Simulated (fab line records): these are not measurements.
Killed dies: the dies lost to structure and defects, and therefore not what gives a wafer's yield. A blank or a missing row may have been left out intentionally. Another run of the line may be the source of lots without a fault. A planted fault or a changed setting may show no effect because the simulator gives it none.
2 desks looking at one fault | flow n5 finfet | each desk holds nothing but its own numbers, with what lay behind them at the end

== THE DEFECT DESK ==
Counts from the inspections along the route, per lot, as means over the sampled wafers that have a number. If a lot's mean is further than 4 standard deviations from the usual mean, the lot is out of limits and carries the mark OUT (the distance appears in the brackets).
Columns: A = raw defect count at N5_WELL_APT_INSPECT_10, usual 2.1; B = raw defect count at N5_WELL_APT_INSPECT_38, usual 14
lot  | first seen here | A   | B
L811 | day 1 13:52     | 1.0 | 10
L813 | day 2 01:53     | 2.0 | 12
L815 | day 2 13:49     | 1.5 | 21
L817 | day 3 01:55     | 1.7 | 12
L821 | day 4 02:04     | 3.3 | 10
L822 | day 4 07:44     | 2.0 | 10
L823 | day 4 13:50     | 1.7 | 12
L824 | day 4 20:07     | 3.5 | 22
L825 | day 5 02:09     | 0.7 | 14
L826 | day 5 07:46     | 2.0 | 13
L827 | day 5 13:44     | 2.5 | 13
L833 | day 7 01:37     | 1.3 | 8
L834 | day 7 07:54     | 1.0 | 13
This desk's verdict: no lot among the 13 shows anything out of limits.

== AT THE TOOL OWNER'S DESK: rie si-04 ==
The tool's own readings at N5_ZERO_LAYER_ETCH_18 (etches Si in HBr/Cl2, target depth 120 nm, time 40 s): means of the sampled wafers that have a number, for each lot that ran on this tool. If a lot's mean is further than 4 standard deviations from the usual mean, the lot is out of limits and carries the mark OUT (the distance appears in the brackets).
Columns: A = drypump motor current A at N5_ZERO_LAYER_ETCH_18, usual 5.8 A; B = oes product au at N5_ZERO_LAYER_ETCH_18, usual 0.997 a.u.; C = throttle valve pct at N5_ZERO_LAYER_ETCH_18, usual 36.3 %
lot  | first seen here | A   | B     | C
L813 | day 2 00:56     | 5.7 | 0.997 | 36.3
L815 | day 2 12:59     | 5.7 | 0.990 | 35.9
L821 | day 4 01:08     | 5.7 | 1.006 | 36.4
L823 | day 4 13:01     | 5.7 | 1.001 | 36.3
L824 | day 4 18:55     | 5.6 | 0.982 | 36.0
L826 | day 5 06:47     | 5.7 | 0.997 | 36.3
L827 | day 5 12:55     | 5.8 | 1.006 | 36.5
This desk's verdict: no lot among the 7 shows anything out of limits.

== TAKEN TOGETHER ==
Nothing out of limits was seen by the defect desk.
Nothing out of limits was seen by the tool owner's desk.

== WHAT THE SIMULATOR HAD INSERTED ==
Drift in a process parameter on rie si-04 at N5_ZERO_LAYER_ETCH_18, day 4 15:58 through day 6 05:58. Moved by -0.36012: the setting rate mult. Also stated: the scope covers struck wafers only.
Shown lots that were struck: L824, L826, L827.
